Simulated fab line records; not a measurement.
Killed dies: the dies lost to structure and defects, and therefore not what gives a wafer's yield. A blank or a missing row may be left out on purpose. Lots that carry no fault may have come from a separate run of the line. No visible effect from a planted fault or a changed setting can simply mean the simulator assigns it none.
Lot-split experiment    flow n5_finfet    7 lots, 21 wafers read, on a route of 1938 steps

THE SPLIT ITSELF
At N5_BEOL_M9_TRENCH_ETCH_37 (etches SiCOH lowk in C4F6/O2, target depth 151.43 nm, time 49 s), the setting source_w was moved away from the recipe's 345 W on 10 of the 21 wafers read, by -14.3% to +17.0%. The other wafers ran this setting at the recipe's value.

FROM THE SPLIT TO THE READING: what the file shows between them, 11 steps
- N5_BEOL_M9_ETCH_41: etches SiCN in CH3F/O2, target depth 36.6 nm, time 70.1 s
- N5_BEOL_M9_STRIP_80: strips in N2/H2, time 10 s
- N5_BEOL_M9_OCD_MEAS_38
- N5_BEOL_M9_HM_STRIP_39: strips TiN in peroxide tin strip, target depth 25 nm, time 158 s
- N5_BEOL_M9_SRD_40: time 30 s
- N5_BEOL_M9_ECD_50: material Cu, target thk 318 nm
- N5_BEOL_M9_ANNEAL_51: time 90 s
- N5_BEOL_M9_CMP_52: polishes, stops on SiCOH lowk, t overpolish 7 s, target thk 140 nm
- N5_BEOL_M9_THK_MEAS_53: measures by xrf
- N5_BEOL_M9_PRE_CLEAN_55: time 15 s
- N5_BEOL_M9_DEP_56: deposits SiCN from 3MS/NH3, target thk 15 nm, time 26.5 s

THE READING
M9_RS, in ohm/sq, at N5_BEOL_M9_RS_MEAS_57 (measures by four-point-probe). On this fab line, fault-free wafers typically give 0.151 ohm/sq with a standard deviation of 0.0034 ohm/sq.

wafer   tool, chamber at the split  source_w as run, W  against the recipe  M9_RS, ohm/sq  against lot-mates on the recipe
L081.1  rie_diel-04, 0              345                 recipe              0.154          -
L081.4  rie_diel-04, 3              345                 recipe              0.157          -
L081.5  rie_diel-04, 0              364.7               +5.7%               0.149          -0.007
L083.1  rie_diel-03, 2              345                 recipe              0.150          -
L083.4  rie_diel-03, 0              345                 recipe              0.146          -
L083.5  rie_diel-03, 2              345                 recipe              0.150          -
L084.1  rie_diel-05, 0              372.9               +8.1%               0.144          -0.008
L084.3  rie_diel-05, 2              345                 recipe              0.153          -
L084.6  rie_diel-05, 1              345                 recipe              0.151          -
L085.4  rie_diel-05, 1              295.7               -14.3%              0.164          +0.013
L085.5  rie_diel-05, 1              345                 recipe              0.151          -
L085.6  rie_diel-05, 0              295.7               -14.3%              0.162          +0.011
L086.2  rie_diel-04, 3              396.5               +14.9%              0.144          no lot-mate on the recipe
L086.4  rie_diel-04, 0              396.5               +14.9%              0.140          no lot-mate on the recipe
L086.6  rie_diel-04, 0              396.5               +14.9%              0.142          no lot-mate on the recipe
L088.3  rie_diel-03, 0              325.4               -5.7%               0.153          +0.001
L088.4  rie_diel-03, 1              345                 recipe              0.152          -
L088.5  rie_diel-03, 3              325.4               -5.7%               0.159          +0.007
L095.3  rie_diel-05, 0              345                 recipe              0.155          -
L095.4  rie_diel-05, 2              345                 recipe              0.159          -
L095.6  rie_diel-05, 1              403.7               +17.0%              0.146          -0.011

THE FIT
A straight line over all 21 wafers: M9_RS changes by -0.000663 ohm/sq for each +1% of source_w; r = -0.88; the points scatter about the line by 0.0032 ohm/sq.
The same after taking each lot's own level away (the mean of its wafers on the recipe; 18 wafers): -0.000788 ohm/sq for each +1%; r = -0.95; scatter 0.0019 ohm/sq.
The reading moves by 0.013 ohm/sq for the largest change in source_w, on that fit.
Measured against the standard deviation above, the lots' own levels, which go from 0.1487 to 0.1570 ohm/sq, span 2.5 times it.
Hence the slope depends on the lot-to-lot level, as the two fits are not the same.
Check: -0.0152 ohm/sq against its lot-mates is what the line predicts for one of the wafers moved furthest among these (+17.0%) when that wafer is left out of the fit. It came out at -0.011 ohm/sq against them.

FURTHER SPLITS ON THESE WAFERS
These wafers also went through other splits before the reading. Each is held against what the fit with the lots' levels taken away leaves over:
other split on the same wafers  wafers away from the commonest value  r with M9_RS (lot level and that fit taken away)
N5_BEOL_M4_ILD_DEP_00 time_s    8                                     +0.10
N5_BEOL_M4_COAT_73 spin_rpm     5                                     -0.04
N5_BEOL_M4_DESCUM_33 time_s     5                                     +0.12
N5_BEOL_M5_COAT_22 spin_rpm     2                                     +0.21
N5_BEOL_M5_EXPOSE_25 dose_mj    4                                     -0.07
N5_BEOL_M7_ETCH_41 bias_w       5                                     -0.12
N5_BEOL_M9_ETCH_66 time_s       6                                     -0.25

THE WHOLE CHAIN: every reading that the file lists as answering this split, in the file's order
step                       what it does                                                        reading                                                                       change (the file's fit)                r (the file's)
N5_BEOL_M9_TRENCH_ETCH_37  etches SiCOH lowk in C4F6/O2, target depth 151.43 nm, time 49 s     BEOL_M9.feature_depth_nm (the simulator's own value, which no gauge read)     +0.584 nm for each +1% of the setting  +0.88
N5_BEOL_M9_TRENCH_ETCH_37  etches SiCOH lowk in C4F6/O2, target depth 151.43 nm, time 49 s     etch.depth_nm (the simulator's own value, which no gauge read)                +0.584 nm for each +1% of the setting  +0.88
N5_BEOL_M9_OCD_MEAS_38                                                                         trench_depth_nm                                                               +0.583 nm for each +1% of the setting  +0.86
N5_BEOL_M9_CMP_52          polishes, stops on SiCOH lowk, t overpolish 7 s, target thk 140 nm  Cu_of_BEOL_M9_ECD_50.thk_nm (the simulator's own value, which no gauge read)  +0.651 nm for each +1% of the setting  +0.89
N5_BEOL_M9_THK_MEAS_53     measures by xrf                                                     M9_THK                                                                        +0.643 for each +1% of the setting     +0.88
N5_BEOL_M9_RS_MEAS_57      measures by four-point-probe                                        M9_RS                                                                         -0.000791 for each +1% of the setting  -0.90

FILE'S OWN FIT
M9_RS changes by -0.000791 ohm/sq for each +1% of source_w, r = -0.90.
